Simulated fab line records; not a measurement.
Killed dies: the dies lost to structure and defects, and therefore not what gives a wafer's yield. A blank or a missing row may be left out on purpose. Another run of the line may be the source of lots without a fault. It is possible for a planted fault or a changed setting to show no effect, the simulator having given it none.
A struck lot beside a sound one :: flow nand_harc :: 13 steps out of a route of 1159
Sound: the wafers L317.3, L317.4, L317.5. Struck: wafers L334.2, L334.4, L334.6. At the end, the cause is stated.
Order at every step that has rows: each side's tool, ch and its chambers, its first start. Under that, the readings that differ: sound wafers :: struck wafers :: difference of the means :: sigmas: that difference in standard deviations of wafers without a fault.
alike: readings whose means differ by less than 2 such deviations, and words and numbers that are the same on both sides. not compared: withheld readings, readings that some wafer has no value for, bounds like >300 that may hide the same value, and numbers for which the record gives no deviation and whose values overlap.
The two part at a step that has a row with sigmas, a row that says differs or no value, or rows on one side only. Numbers that don't overlap but have no deviation are shown without sigmas and don't part them. A reading missing from all wafers of one side parts the sides only when that side holds two or more wafers.

NHARC_A_SOURCE_PLATE_THK_MEAS_09: measures by ellipsometry.
  struck on film_metro-01, day 11 13:07; sound on film_metro-01, day 7 08:37
  alike: thk_nm
then, 3 steps without rows for these wafers: NHARC_A_SOURCE_PLATE_PVD_04 (deposits WSi2, target thk 50 nm); NHARC_A_SOURCE_PLATE_CVD_03 (deposits poly-Si, target thk 200 nm, time 4000 s); NHARC_A_SOURCE_PLATE_ANNEAL_05 (time 1800 s).
NHARC_A_SOURCE_PLATE_THK_MEAS_06: measures by ellipsometry.
  struck on film_metro-01, day 12 02:11; sound on film_metro-02, day 7 22:30
  alike: thk_nm
NHARC_A_SOURCE_PLATE_INSPECT_08:
  struck on defect_inspect-02, day 12 02:15; sound on defect_inspect-01, day 7 22:34
  alike: raw_defect_count
then NHARC_A_ONON_D1_DEP_00 (target thk 1000 nm), 1 step lacking rows for these wafers.
NHARC_A_ONON_D1_THK_MEAS_02: measures by ellipsometry.
  struck on film_metro-01, day 12 02:50; sound on film_metro-02, day 7 23:08
  alike: thk_nm
then NHARC_A_ONON_D1_DEP_03 (target thk 1000 nm), 1 step lacking rows for these wafers.
NHARC_A_ONON_D1_THK_MEAS_05: measures by ellipsometry.
  struck on film_metro-02, day 12 03:24; sound on film_metro-01, day 7 23:42
reading: thk_nm (nm)
sound: 990 989 990
struck: 1006 1006 1004
difference: +16
sigmas: +2
NHARC_A_ONON_D1_DEP_06: target thk 1000 nm.
  sound on pecvd_onon-02 ch 0, day 7 23:53; struck on pecvd_onon-03 ch 0, day 12 03:31
NHARC_A_ONON_D1_THK_MEAS_08: measures by ellipsometry.
  struck on film_metro-01, day 12 04:08; sound on film_metro-01, day 8 00:16
reading: thk_nm (nm)
sound: 1004 1006 1005
struck: 635 635 637
difference: -369
sigmas: -39
  not compared: hold
-- jump in the record: it breaks off in module A_ONON_D1 and resumes in module END (first step shown: number 1159 of the route), and 12 days separate the struck wafers' starts before and after --
NHARC_END_SORT_01:
  at this point the record logs the struck wafers (prober-02 ch 0, day 24 02:37) and has no rows for the sound ones

WHERE THEY PART
First at NHARC_A_ONON_D1_THK_MEAS_05; last, within this record, at NHARC_END_SORT_01.

WHY: what had been put in by the simulator
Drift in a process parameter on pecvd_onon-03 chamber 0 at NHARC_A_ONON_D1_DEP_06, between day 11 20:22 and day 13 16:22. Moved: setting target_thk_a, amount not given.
